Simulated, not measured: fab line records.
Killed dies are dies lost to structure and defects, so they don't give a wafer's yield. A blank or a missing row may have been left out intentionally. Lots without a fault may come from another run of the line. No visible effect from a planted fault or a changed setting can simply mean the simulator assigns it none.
Matching of chambers + flow n5Finfet + N5_BEOL_M1_ILD_DEP_00 on pecvd-01: 3 sister chambers
The step deposits SiOC from DEMS/O2, target thk 79 nm, time 15.3 s. 3 wafers are shown with their chamber, then 7 later ones without.

== WAFERS, EACH WITH ITS CHAMBER ==
| wafer  | chamber | throttleValvePct (%) |
|--------|---------|----------------------|
| L076.4 | 2       | 10.7                 |
| L084.3 | 1       | 11.9                 |
| L084.4 | 0       | 12.1                 |

== WAFERS WHOSE CHAMBER IS MISSING ==
| wafer  | throttleValvePct (%) |
|--------|----------------------|
| L084.5 | 12.1                 |
| L088.2 | 12.1                 |
| L088.3 | 11.9                 |
| L088.5 | 10.7                 |
| L092.2 | 12.1                 |
| L092.4 | 12.0                 |
| L092.6 | 10.8                 |

== CHAMBER TAKEN BY EACH ==
| wafer  | from the rows above     | in truth                   |
|--------|-------------------------|----------------------------|
| L084.5 | 0                       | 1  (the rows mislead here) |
| L088.2 | 0                       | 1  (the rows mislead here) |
| L088.3 | 1                       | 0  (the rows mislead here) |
| L088.5 | 2                       | 2                          |
| L092.2 | 0                       | 0                          |
| L092.4 | can't be placed: 0 or 1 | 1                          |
| L092.6 | 2                       | 2                          |
Placed correctly: 3 of 7. Can't be placed from these rows: 1 (the true chamber is among the candidates in 1). 3 placed wrongly.
How it was worked out, from the rows above alone: a wafer's distance from a chamber is the root of the sum, over the readings, of the square of ((its reading less the chamber's mean) divided by the reading's scatter). The wafer belongs to the nearest chamber; if the next one is less than 2 further off, it can't be placed. Each chamber's mean is taken over the wafers shown for it. The scatter: with one shown wafer a chamber, the root of the mean of the squares of how far each hidden wafer lies from its nearest shown one.
